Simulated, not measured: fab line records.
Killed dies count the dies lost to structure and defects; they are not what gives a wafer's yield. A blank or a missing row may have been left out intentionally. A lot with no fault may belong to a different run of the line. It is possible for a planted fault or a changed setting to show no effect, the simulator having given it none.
A struck lot beside a sound one + flow nand-harc + 13 out of 1302 route steps
Sound: these wafers, L347.2, L347.4, L347.5. Struck: wafers L350.1, L350.4, L350.6. Last of all comes the cause.
At each step with rows: each side's tool, then ch and its chambers, then its first start. Under that, the readings that differ: sound wafers + struck wafers + difference of the means + sigmas: that difference in standard deviations of wafers without a fault.
alike: a reading whose means differ by less than 2 such deviations, as well as words and numbers matching on both sides. not compared: withheld readings; readings where some wafer has no value; bounds like >300 that might hide an equal value; numbers whose values overlap and for which the record gives no deviation.
A row with sigmas, a row that says differs or no value, or rows on one side alone: a step with any of these is where the two part. Numbers that don't overlap but have no deviation are shown without sigmas and don't part them. A reading that every wafer of one side lacks parts them only if that side has two wafers or more.

NHARC_A_ZERO_WELL_INSPECT_17:
  sound on defect-inspect-02 at day 9 17:17; struck on defect-inspect-02 at day 11 05:28
  alike: raw-defect-count
then, 3 steps without rows for these wafers: NHARC_A_SOURCE_PLATE_PRECLEAN_00 (cleans in HF-LAST, time 60 s); NHARC_A_SOURCE_PLATE_SRD_01; NHARC_A_SOURCE_PLATE_OXIDE_02 (material SiO2, target thk 10 nm, ox time 1362 s).
NHARC_A_SOURCE_PLATE_THK_MEAS_09: measures by ellipsometry.
  sound on film-metro-01 at day 10 00:32; struck on film-metro-02 at day 11 12:53
  alike: thk-nm
then, 3 steps without rows for these wafers: NHARC_A_SOURCE_PLATE_PVD_04 (deposits WSi2, target thk 50 nm); NHARC_A_SOURCE_PLATE_CVD_03 (deposits poly-Si, target thk 200 nm, time 4000 s); NHARC_A_SOURCE_PLATE_ANNEAL_05 (time 1800 s).
NHARC_A_SOURCE_PLATE_THK_MEAS_06: measures by ellipsometry.
  sound on film-metro-01 at day 10 13:40; struck on film-metro-02 at day 12 02:07
  alike: thk-nm
NHARC_A_SOURCE_PLATE_INSPECT_08:
  sound on defect-inspect-01 at day 10 13:44; struck on defect-inspect-02 at day 12 02:13
  alike: raw-defect-count
NHARC_A_ONON_D1_DEP_00: target thk 1000 nm.
  sound on pecvd-onon-01 ch 0, day 10 13:52; struck on pecvd-onon-01 ch 0, day 12 02:17
  alike: susceptor-temp-C
NHARC_A_ONON_D1_THK_MEAS_02: measures by ellipsometry.
  sound on film-metro-02 at day 10 14:19; struck on film-metro-02 at day 12 02:58
| reading     | sound       | struck         | difference | sigmas |
|-------------|-------------|----------------|------------|--------|
| thk-nm (nm) | 995 994 993 | 1629 1628 1629 | +635       | +66    |
  not compared: hold
following that, these wafers have no rows for 1 step: NHARC_END_SORT_01.

WHERE THEY PART
Within this record, at NHARC_A_ONON_D1_THK_MEAS_02 only.

WHY: whatever the simulator had introduced
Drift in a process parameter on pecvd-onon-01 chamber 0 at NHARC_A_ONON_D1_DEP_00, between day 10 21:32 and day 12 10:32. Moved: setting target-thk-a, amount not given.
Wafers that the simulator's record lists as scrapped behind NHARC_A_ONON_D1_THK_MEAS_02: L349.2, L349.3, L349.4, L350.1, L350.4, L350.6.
